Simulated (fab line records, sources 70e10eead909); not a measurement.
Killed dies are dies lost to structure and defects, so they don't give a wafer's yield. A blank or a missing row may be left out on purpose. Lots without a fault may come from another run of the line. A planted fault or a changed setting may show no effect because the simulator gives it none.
fab line records | flow nand_harc
record lots=7 wafers=18 last_day=23
route steps=1159 shown A_ONON_D1@432 END@1159
lots that met no fault: from a run of the same line without faults
start_h: hours from the record's first day to the start of the lot's first wafer shown | wait_h: hours since the lot's step before | " the same as in the row above | L1.1+2: a row that stands for several wafers | - no value, or no start given | * or withheld: withheld | < > ~ a bound
route shown NAME@n: a module of which the file shows steps, and the number in the route of the first | usual: mean/standard deviation of fault-free wafers | same: alike in all rows | chamber/n: place in a boat | sites: the reading at each site | _std_site: their standard deviation | _edge_site: outer sites' mean less inner sites' | radius_mm: how far each site lies from the wafer's centre | mask NAME#n: copy n | behind: the tool/chamber that last shaped the wafer | hold: why the lot was held/for how many hours/how that ended | device: the transistor (n, p or np) that didn't switch | end of line: the same wafers' tests at the end of the route | a step without rows: its recipe alone | killed: dies lost to structure and defects at the first sort, not the wafer's yield | map: a wafer's dies, x killed, . not, _ none there
set.NAME: the setting as run; set.NAME@STEP: as run at that earlier step | model.NAME: the simulator's own value behind a step, which no gauge read
lots at some steps of the route; a table a step, a row a wafer
services: from which hour (start_h, from the record's first day; less than 0 if before it) a tool's chamber was out of use, for how many hours, and why
## steps
# step NHARC_A_ONON_D1_DEP_12
# recipe target_thk_a=10000 n2_flow_sccm=2750 n2o_flow_sccm=2000 nh3_flow_sccm=500 sih4_flow_sccm=210 temp_c=400
# step NHARC_A_ONON_D1_THK_MEAS_14
# recipe thk_meas_gauge=ellipsometry
# usual thk_nm=999/8.7
# columns lot.wafer tool chamber start_h wait_h thk_nm
L289.3 film_metro-01 - 167.04 - 1003
L289.4 " - " " 1001
L289.6 " - " " 1002
L288.1 film_metro-02 - 167.25 - 1001
L288.4 " - " " 1000
L288.5 " - " " 999
L292.3 film_metro-02 - 193.93 - 1006
L292.5 " - " " 1006
L295.2 film_metro-01 - 200.47 - 1005
L295.5 " - " " 1007
L297.4 film_metro-02 - 218.44 - 1002
L297.5 " - " " 1003
L299.1 film_metro-02 - 237.44 - 997
L299.3 " - " " 999
L299.6 " - " " 999
L302.2 film_metro-01 - 253.38 - 987
L302.3 " - " " 988
L302.6 " - " " 988
# step NHARC_A_ONON_D1_ANNEAL_15
# recipe temp_c=750 time_s=3600
# step NHARC_A_ONON_D1_DEP_16
# recipe target_thk_a=10000 n2_flow_sccm=2750 n2o_flow_sccm=2000 nh3_flow_sccm=500 sih4_flow_sccm=210 temp_c=400
# step NHARC_A_ONON_D1_THK_MEAS_18
# recipe thk_meas_gauge=ellipsometry
# usual thk_nm=1000/12
# columns lot.wafer tool chamber start_h wait_h thk_nm
L289.3 film_metro-02 - 174.13 - 997
L289.4 " - " " 996
L289.6 " - " " 999
L288.1 film_metro-01 - 174.18 - 992
L288.4 " - " " 991
L288.5 " - " " 992
L292.3 film_metro-01 - 200.96 - 1003
L292.5 " - " " 1003
L295.2 film_metro-01 - 211.58 - 997
L295.5 " - " " 999
L297.4 film_metro-02 - 227.46 - 1006
L297.5 " - " " 1006
L299.1 film_metro-02 - 245.00 - 1001
L299.3 " - " " 1001
L299.6 " - " " 1002
L302.2 film_metro-02 - 260.70 - 1004
L302.3 " - " " 999
L302.6 " - " " 1001
# step NHARC_A_ONON_D1_DEP_19
# recipe target_thk_a=10000 n2_flow_sccm=2750 n2o_flow_sccm=2000 nh3_flow_sccm=500 sih4_flow_sccm=210 temp_c=400
# step NHARC_A_ONON_D1_THK_MEAS_21
# recipe thk_meas_gauge=ellipsometry
# usual thk_nm=1003/11
# columns lot.wafer tool chamber start_h wait_h thk_nm
L289.3 film_metro-01 - 174.72 - 1019
L289.4 " - " " 1018
L289.6 " - " " 1019
L288.1 film_metro-02 - 174.76 - 1006
L288.4 " - " " 1008
L288.5 " - " " 1004
L292.3 film_metro-01 - 201.65 - 1009
L292.5 " - " " 1009
L295.2 film_metro-02 - 212.15 - 1004
L295.5 " - " " 1005
L297.4 film_metro-02 - 228.03 - 1023
L297.5 " - " " 1025
L299.1 film_metro-02 - 245.57 - 1015
L299.3 " - " " 1013
L299.6 " - " " 1012
L302.2 film_metro-02 - 261.27 - 992
L302.3 " - " " 994
L302.6 " - " " 993
# step NHARC_A_ONON_D1_DEP_22
# recipe target_thk_a=10000 n2_flow_sccm=2750 n2o_flow_sccm=2000 nh3_flow_sccm=500 sih4_flow_sccm=210 temp_c=400
# step NHARC_A_ONON_D1_THK_MEAS_24
# recipe thk_meas_gauge=ellipsometry
# usual thk_nm=1000/12
# columns lot.wafer tool chamber start_h wait_h thk_nm
L289.3 film_metro-02 - 175.28 - 989
L289.4 " - " " 989
L289.6 " - " " 991
L288.1 film_metro-01 - 175.35 - 995
L288.4 " - " " 996
L288.5 " - " " 996
L292.3 film_metro-01 - 202.22 - 1000
L292.5 " - " " 998
L295.2 film_metro-01 - 212.74 - 996
L295.5 " - " " 997
L297.4 film_metro-01 - 228.60 - 1010
L297.5 " - " " 1012
L299.1 film_metro-02 - 246.14 - 993
L299.3 " - " " 994
L299.6 " - " " 993
L302.2 film_metro-01 - 261.84 - 989
L302.3 " - " " 988
L302.6 " - " " 990
# step NHARC_A_ONON_D1_DEP_25
# recipe target_thk_a=10000 n2_flow_sccm=2750 n2o_flow_sccm=2000 nh3_flow_sccm=500 sih4_flow_sccm=210 temp_c=400
# step NHARC_A_ONON_D1_THK_MEAS_27
# recipe thk_meas_gauge=ellipsometry
# usual thk_nm=1000/9.8
# columns lot.wafer tool chamber start_h wait_h thk_nm
L289.3 film_metro-02 - 175.85 - 996
L289.4 " - " " 995
L289.6 " - " " 997
L288.1 film_metro-01 - 175.92 - 993
L288.4 " - " " 991
L288.5 " - " " 992
L292.3 film_metro-01 - 202.80 - 997
L292.5 " - " " 998
L295.2 film_metro-02 - 213.33 - 1010
L295.5 " - " " 1009
L297.4 film_metro-01 - 229.16 - 1015
L297.5 " - " " 1017
L299.1 film_metro-02 - 246.71 - 1001
L299.3 " - " " 1000
L299.6 " - " " 1000
L302.2 film_metro-01 - 262.40 - 1004
L302.3 " - " " 1001
L302.6 " - " " 1002
# step NHARC_A_ONON_D1_DEP_28
# recipe target_thk_a=10000 n2_flow_sccm=2750 n2o_flow_sccm=2000 nh3_flow_sccm=500 sih4_flow_sccm=210 temp_c=400
# columns lot.wafer tool chamber start_h wait_h
L288.1+4+5 pecvd_onon-01 0 175.97 0.1
L289.3+4+6 pecvd_onon-02 0 176.02 0.2
L292.3+5 pecvd_onon-02 0 202.98 0.2
L295.2+5 pecvd_onon-02 0 213.45 0.1
L297.4+5 pecvd_onon-02 0 229.39 0.2
L299.1+3+6 pecvd_onon-01 0 246.76 0.1
L302.2+3+6 pecvd_onon-03 0 262.51 0.1
# step NHARC_A_ONON_D1_THK_MEAS_30
# recipe thk_meas_gauge=ellipsometry
# usual thk_nm=1002/9.5
# columns lot.wafer tool chamber start_h wait_h thk_nm
L289.3 film_metro-01 - 176.41 - 989
L289.4 " - " " 988
L289.6 " - " " 988
L288.1 film_metro-02 - 176.49 - 986
L288.4 " - " " 989
L288.5 " - " " 987
L292.3 film_metro-02 - 203.37 - 995
L292.5 " - " " 1921
L295.2 film_metro-02 - 213.89 - 1942
L295.5 " - " " 1941
L297.4 film_metro-02 - 229.73 - 1011
L297.5 " - " " 1938
L299.1 film_metro-01 - 247.30 - 983
L299.3 " - " " 986
L299.6 " - " " 986
L302.2 film_metro-01 - 262.97 - 995
L302.3 " - " " 995
L302.6 " - " " 995
# step NHARC_A_ONON_D1_DEP_33
# recipe target_thk_a=2000 temp_c=400 pressure_torr=6.5 rf_w=900 teos_flow_sccm=161.4 flow_sccm=2650 target_thk_nm=200 gas=O2 material=SiO2
# usual heater_power_w=561/110 throttle_valve_pct=15.9/0.52
# columns lot.wafer tool chamber start_h wait_h heater_power_w throttle_valve_pct
L289.3 pecvd-01 1 176.47 0.1 584 15.5
L289.6 " 1 " " 592 15.4
L289.4 " 2 " " 681 15.9
L288.1 pecvd-02 0 176.61 0.1 363 15.9
L288.4 " 1 " " 429 16.8
L288.5 " 1 " " 431 16.6
L292.3 pecvd-01 1 203.72 0.3 553 15.5
L292.5 " 0 " " 425 16.8
L295.2 pecvd-04 1 214.04 0.1 566 16.3
L295.5 " 2 " " 597 15.6
L297.4 pecvd-02 2 229.92 0.2 658 15.5
L297.5 " 0 " " 336 15.6
L299.3 pecvd-04 0 247.65 0.4 690 15.5
L299.1 " 1 " " 500 16.1
L299.6 " 0 " " 682 15.6
L302.2 pecvd-01 2 263.09 0.1 537 15.9
L302.3 " 2 " " 585 16.0
L302.6 " 0 " " 477 17.2
# step NHARC_END_SORT_01
# recipe temp_c=25
# usual killed_at_array=28/11 killed_at_other=0.8/1.3 killed_at_periphery=3.6/2.5 killed_dies=32/11 killed_open=3.0/1.8 killed_short=2.0/1.5
# same gross_dies=677
# columns lot.wafer tool chamber start_h wait_h killed_at_array killed_at_other killed_at_periphery killed_dies killed_open killed_short
L292.5 prober-02 0 496.10 3.7 672 1 4 677 2 1
L295.2 prober-01 0 501.66 2.8 672 1 4 677 3 1
L295.5 prober-01 0 504.08 3.7 668 1 8 677 3 0
L299.1 prober-01 0 516.52 2.5 27 0 11 38 2 3
L299.3 prober-01 0 518.14 3.1 30 2 0 32 0 3
L299.6 prober-01 0 520.58 4.1 21 0 4 25 5 1
# killed by level:class
L292.5 A_ONON_D1:area_dep=654 A_CHANNEL_HOLE_D1:chamber_film_flake=6 A_STAIRCASE:chamber_film_flake=5 A_ONON_D1:geometric_particle:open=2 P_STI:chamber_film_flake=2 A_CONTACT:chamber_film_flake=2 A_CHANNEL_FILL_D1:geometric_particle:short=1 P_ZERO_WELL:chamber_film_flake=1
L295.2 A_ONON_D1:area_dep=647 A_SLIT:chamber_film_flake=13 P_M0:chamber_film_flake=4 A_CHANNEL_HOLE_D1:chamber_film_flake=2 A_STAIRCASE:chamber_film_flake=2 A_M0:chamber_film_flake=2 A_ONON_D1:geometric_particle:short=1 A_CHANNEL_FILL_D1:geometric_particle:open=1
L295.5 A_ONON_D1:area_dep=646 A_SLIT:chamber_film_flake=14 P_M0:chamber_film_flake=4 A_STAIRCASE:chamber_film_flake=4 A_CHANNEL_HOLE_D1:chamber_film_flake=3 P_GATE:geometric_particle:open=1 P_M1:geometric_particle:open=1 A_WL_FILL:geometric_particle:open=1
L299.1 A_CHANNEL_HOLE_D1:chamber_film_flake=17 P_CONTACT:chamber_film_flake=6 A_M1:chamber_film_flake=4 A_STAIRCASE:chamber_film_flake=2 A_CONTACT:chamber_film_flake=2 P_GATE:geometric_particle:open=1 P_M0:geometric_particle:short=1 P_M1:geometric_particle:short=1
L299.3 A_CHANNEL_HOLE_D1:chamber_film_flake=20 A_STAIRCASE:chamber_film_flake=4 A_M1:chamber_film_flake=2 HYBRID_BOND:latent=2 A_SOURCE_PLATE:geometric_particle:short=1 A_ONON_D1:geometric_particle:short=1 A_WL_FILL:geometric_particle:short=1 A_CONTACT:chamber_film_flake=1
L299.6 A_CHANNEL_HOLE_D1:chamber_film_flake=5 P_CONTACT:chamber_film_flake=4 A_STAIRCASE:chamber_film_flake=4 A_CONTACT:geometric_particle:open=3 A_M1:chamber_film_flake=3 A_ONON_D1:geometric_particle:open=2 A_CONTACT:chamber_film_flake=2 A_M0:geometric_particle:short=1
# map L292.5 (x killed, . not)
____________x____________
_________xxxxxxx_________
_______xxxxxxxxxxx_______
______xxxxxxxxxxxxx______
_____xxxxxxxxxxxxxxx_____
____xxxxxxxxxxxxxxxxx____
____xxxxxxxxxxxxxxxxx____
___xxxxxxxxxxxxxxxxxxx___
___xxxxxxxxxxxxxxxxxxx___
__xxxxxxxxxxxxxxxxxxxxx__
__xxxxxxxxxxxxxxxxxxxxx__
_xxxxxxxxxxxxxxxxxxxxxxx_
_xxxxxxxxxxxxxxxxxxxxxxx_
_xxxxxxxxxxxxxxxxxxxxxxx_
_xxxxxxxxxxxxxxxxxxxxxxx_
_xxxxxxxxxxxxxxxxxxxxxxx_
xxxxxxxxxxxxxxxxxxxxxxxxx
xxxxxxxxxxxxxxxxxxxxxxxxx
xxxxxxxxxxxxxxxxxxxxxxxxx
xxxxxxxxxxxxxxxxxxxxxxxxx
xxxxxxxxxxxxxxxxxxxxxxxxx
_xxxxxxxxxxxxxxxxxxxxxxx_
_xxxxxxxxxxxxxxxxxxxxxxx_
_xxxxxxxxxxxxxxxxxxxxxxx_
_xxxxxxxxxxxxxxxxxxxxxxx_
_xxxxxxxxxxxxxxxxxxxxxxx_
__xxxxxxxxxxxxxxxxxxxxx__
__xxxxxxxxxxxxxxxxxxxxx__
___xxxxxxxxxxxxxxxxxxx___
___xxxxxxxxxxxxxxxxxxx___
____xxxxxxxxxxxxxxxxx____
____xxxxxxxxxxxxxxxxx____
_____xxxxxxxxxxxxxxx_____
______xxxxxxxxxxxxx______
_______xxxxxxxxxxx_______
_________xxxxxxx_________
____________x____________
# map L295.2 (x killed, . not)
____________x____________
_________xxxxxxx_________
_______xxxxxxxxxxx_______
______xxxxxxxxxxxxx______
_____xxxxxxxxxxxxxxx_____
____xxxxxxxxxxxxxxxxx____
____xxxxxxxxxxxxxxxxx____
___xxxxxxxxxxxxxxxxxxx___
___xxxxxxxxxxxxxxxxxxx___
__xxxxxxxxxxxxxxxxxxxxx__
__xxxxxxxxxxxxxxxxxxxxx__
_xxxxxxxxxxxxxxxxxxxxxxx_
_xxxxxxxxxxxxxxxxxxxxxxx_
_xxxxxxxxxxxxxxxxxxxxxxx_
_xxxxxxxxxxxxxxxxxxxxxxx_
_xxxxxxxxxxxxxxxxxxxxxxx_
xxxxxxxxxxxxxxxxxxxxxxxxx
xxxxxxxxxxxxxxxxxxxxxxxxx
xxxxxxxxxxxxxxxxxxxxxxxxx
xxxxxxxxxxxxxxxxxxxxxxxxx
xxxxxxxxxxxxxxxxxxxxxxxxx
_xxxxxxxxxxxxxxxxxxxxxxx_
_xxxxxxxxxxxxxxxxxxxxxxx_
_xxxxxxxxxxxxxxxxxxxxxxx_
_xxxxxxxxxxxxxxxxxxxxxxx_
_xxxxxxxxxxxxxxxxxxxxxxx_
__xxxxxxxxxxxxxxxxxxxxx__
__xxxxxxxxxxxxxxxxxxxxx__
___xxxxxxxxxxxxxxxxxxx___
___xxxxxxxxxxxxxxxxxxx___
____xxxxxxxxxxxxxxxxx____
____xxxxxxxxxxxxxxxxx____
_____xxxxxxxxxxxxxxx_____
______xxxxxxxxxxxxx______
_______xxxxxxxxxxx_______
_________xxxxxxx_________
____________x____________
## services
# columns tool chamber start_h hours kind
pecvd-02 - 153.03 13.0 pm
pecvd-02 0 153.03 13.0 vent_cycle
pecvd-02 1 153.03 13.0 vent_cycle
pecvd-02 2 153.03 26.8 vent_cycle
pecvd_onon-03 - 153.34 13.0 pm
pecvd-02 0 166.03 - clean
pecvd-02 1 166.03 - clean
pecvd-02 2 180.33 7.4 repair
pecvd_onon-01 - 195.00 13.0 pm
pecvd-04 - 195.21 13.0 pm
pecvd-04 0 195.21 13.0 vent_cycle
pecvd-04 1 195.21 13.0 vent_cycle
pecvd-04 2 195.21 13.0 vent_cycle
pecvd-04 0 208.21 - clean
pecvd-04 1 208.21 - clean
pecvd-02 2 237.16 14.4 repair
pecvd-01 - 237.18 13.0 pm
pecvd-01 0 237.18 13.0 vent_cycle
pecvd-01 1 237.18 13.0 vent_cycle
pecvd-01 2 237.18 13.0 vent_cycle
pecvd-01 0 250.18 - clean
pecvd-01 1 250.18 - clean
pecvd-01 2 250.18 - clean
pecvd-01 1 255.98 9.8 repair
## key
first_sign step=NHARC_A_ONON_D1_THK_MEAS_30 reading=thk_nm direction=up sigmas=98 usual=1002 struck=1936
effect step=NHARC_END_SORT_01 reading=killed_at_array direction=up sigmas=61 usual=28 struck=671
more_kills_born_at NHARC_A_ONON_D1_DEP_28@pecvd_onon-02=1947
met_at NHARC_A_ONON_D1_DEP_28
struck_wafers L292.5,L295.2,L295.5,L297.5
later_rows_left_out L292.5,L295.2,L295.5,L297.5
sort_left_out L297.5
tester_left_out L292,L295,L297
onset_between 176.02 202.98
fault kind=process_parameter_drift tool=pecvd_onon-02 chamber=- onset_h=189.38 steps=NHARC_A_ONON_D1_DEP_28 channel=target_thk_a offset=* shape=step end_h=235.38 scope=struck_wafers_only acts_in=* stated=*
# tester_left_out: of these lots the tester's yield and bins aren't shown, on N5 and GAA mostly nor the transistor test; their killed dies are dies lost to structure and defects alone, not to doping, threshold or leakage, so they don't give the yield
# sort_left_out: the simulated sort isn't trusted on such a fault, so these wafers' sort isn't shown, and their yield isn't known
# later_rows_left_out: the simulator's readings of these wafers behind a module that went badly wrong aren't trusted and aren't shown, but for the sort
